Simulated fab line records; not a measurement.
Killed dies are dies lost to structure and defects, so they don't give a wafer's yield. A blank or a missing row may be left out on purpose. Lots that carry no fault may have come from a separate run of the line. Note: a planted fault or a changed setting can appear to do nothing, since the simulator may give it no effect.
Lot-split experiment | flow n5-finfet | on a route of 1938 steps: 7 lots, 21 wafers read

== THE SPLIT ==
At N5_BEOL_M0_SAQP_SPACER2_ALD_26 (deposits SiO2, target thk 15 nm, pulse time 1 s, purge time 2 s), the setting target-thk-a was moved away from the recipe's 150 angstrom on 5 of the 21 wafers read, by -12.9% to +13.4%. This setting was run at the recipe's value on the other wafers.

== FROM THE SPLIT TO THE READING: what the file shows between them, 2 steps ==
- N5_BEOL_M0_SAQP_SPACER2_ETCHBACK_27: etches SiO2 in CHF3/O2, target depth 22.5 nm, time 11.25 s
- N5_BEOL_M0_SAQP_MANDREL2_REMOVE_110: chemistry HBr/Cl2/O2, target a-Si, stops on SiCN, bt time 10 s

== THE READING ==
cd-nm (nm) at N5_BEOL_M0_SAQP_CD_MEAS_29, where the cd target is 14.4 nm. A value of 14.96 nm with a standard deviation of 0.21 nm is what fault-free wafers of this fab line usually give.

wafer  | tool, chamber at the split | target-thk-a as run, angstrom | against the recipe | cd-nm, nm | against lot-mates on the recipe
L075.1 | ald-sin-03, 2              | 170.1                         | +13.4%             | 17.17     | +2.13
L075.3 | ald-sin-03, 1              | 150                           | recipe             | 15.21     | -
L075.5 | ald-sin-03, 1              | 150                           | recipe             | 14.87     | -
L081.4 | ald-sin-01, 0,2            | 150                           | recipe             | 14.99     | -
L081.5 | ald-sin-01, 0,2            | 150                           | recipe             | 14.81     | -
L081.6 | ald-sin-01, 1              | 150                           | recipe             | 14.94     | -
L082.1 | ald-sin-03, 2              | 130.7                         | -12.9%             | 13.06     | -1.94
L082.4 | ald-sin-03, 3              | 150                           | recipe             | 15.29     | -
L082.5 | ald-sin-03, 3              | 150                           | recipe             | 14.72     | -
L085.2 | ald-sin-03, 2,3            | 135.4                         | -9.7%              | 13.78     | -1.01
L085.4 | ald-sin-03, 2,3            | 135.4                         | -9.7%              | 13.44     | -1.35
L085.6 | ald-sin-03, 3              | 150                           | recipe             | 14.79     | -
L086.4 | ald-sin-01, 3,2            | 150                           | recipe             | 15.20     | -
L086.5 | ald-sin-01, 3,2            | 150                           | recipe             | 14.89     | -
L086.6 | ald-sin-01, 1              | 150                           | recipe             | 14.85     | -
L089.4 | ald-sin-03, 0,3            | 150                           | recipe             | 15.00     | -
L089.5 | ald-sin-03, 1              | 162                           | +8.0%              | 16.30     | +1.42
L089.6 | ald-sin-03, 0,3            | 150                           | recipe             | 14.77     | -
L097.1 | ald-sin-04, 2,1,0          | 150                           | recipe             | 15.18     | -
L097.2 | ald-sin-04, 2,1,0          | 150                           | recipe             | 14.94     | -
L097.3 | ald-sin-04, 2,1,0          | 150                           | recipe             | 15.13     | -
Rows listing several chambers each stand for several wafers; the file does not say which wafer went through which chamber.

THE FIT
A straight line over all 21 wafers: cd-nm changes by +0.153 nm for each +1% of target-thk-a; r = +0.98; the points scatter about the line by 0.18 nm.
The same after taking each lot's own level away (the mean of its wafers on the recipe; 21 wafers): +0.148 nm for each +1%; r = +0.98; scatter 0.18 nm.
Per that fit: largest target-thk-a move, reading shift of 2 nm.
The lots' own levels span 14.790 to 15.083 nm, that is 1.4 times the standard deviation above.
Hence the lot-to-lot level has little effect on the slope; both slopes agree.
Check: with one of the wafers moved furthest among these (+13.4%) left out of the fit, the line predicts +1.95 nm for it against its lot-mates. Against them it came out at +2.13 nm.

== THE OTHER SPLITS THESE WAFERS WENT THROUGH ==
Other splits were also applied to these wafers ahead of the reading. Each is held against what the fit with the lots' levels taken away leaves over:
other split on the same wafers        | wafers away from the commonest value | r with cd-nm (lot level and that fit taken away)
N5_MOL_CONTACT_COAG_EXPOSE_81 dose-mj | 7                                    | +0.14

== THE WHOLE CHAIN: every reading that the file lists as answering this split, in the file's order ==
step                                | what it does                                                    | reading                                                                                     | change (the file's fit)               | r (the file's)
N5_BEOL_M0_SAQP_SPACER2_ALD_26      | deposits SiO2, target thk 15 nm, pulse time 1 s, purge time 2 s | SiO2_of_BEOL_M0_SAQP_SPACER2_ALD_26.thk-nm (the simulator's own value, which no gauge read) | +0.145 nm for each +1% of the setting | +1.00
N5_BEOL_M0_SAQP_MANDREL2_REMOVE_110 | chemistry HBr/Cl2/O2, target a-Si, stops on SiCN, bt time 10 s  | BEOL_M0_SAQP.cd-nm (the simulator's own value, which no gauge read)                         | +0.155 nm for each +1% of the setting | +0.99
N5_BEOL_M0_SAQP_CD_MEAS_29          | target cd 14.4 nm                                               | cd-nm                                                                                       | +0.152 nm for each +1% of the setting | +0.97
N5_BEOL_M0_ETCH_138                 | etches SiCN in CH3F/O2, target depth 12 nm, time 31.6 s         | SiO2_of_BEOL_M0_SAQP_SPACER2_ALD_26.thk-nm (the simulator's own value, which no gauge read) | +0.147 nm for each +1% of the setting | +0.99
N5_BEOL_M0_HM_OPEN_105              | chemistry Cl2/BCl3, target TiN, target depth 12 nm              | SiO2_of_BEOL_M0_SAQP_SPACER2_ALD_26.thk-nm (the simulator's own value, which no gauge read) | +0.117 nm for each +1% of the setting | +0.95

== FILE'S OWN FIT ==
cd-nm changes by +0.152 nm for each +1% of target-thk-a, r = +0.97.
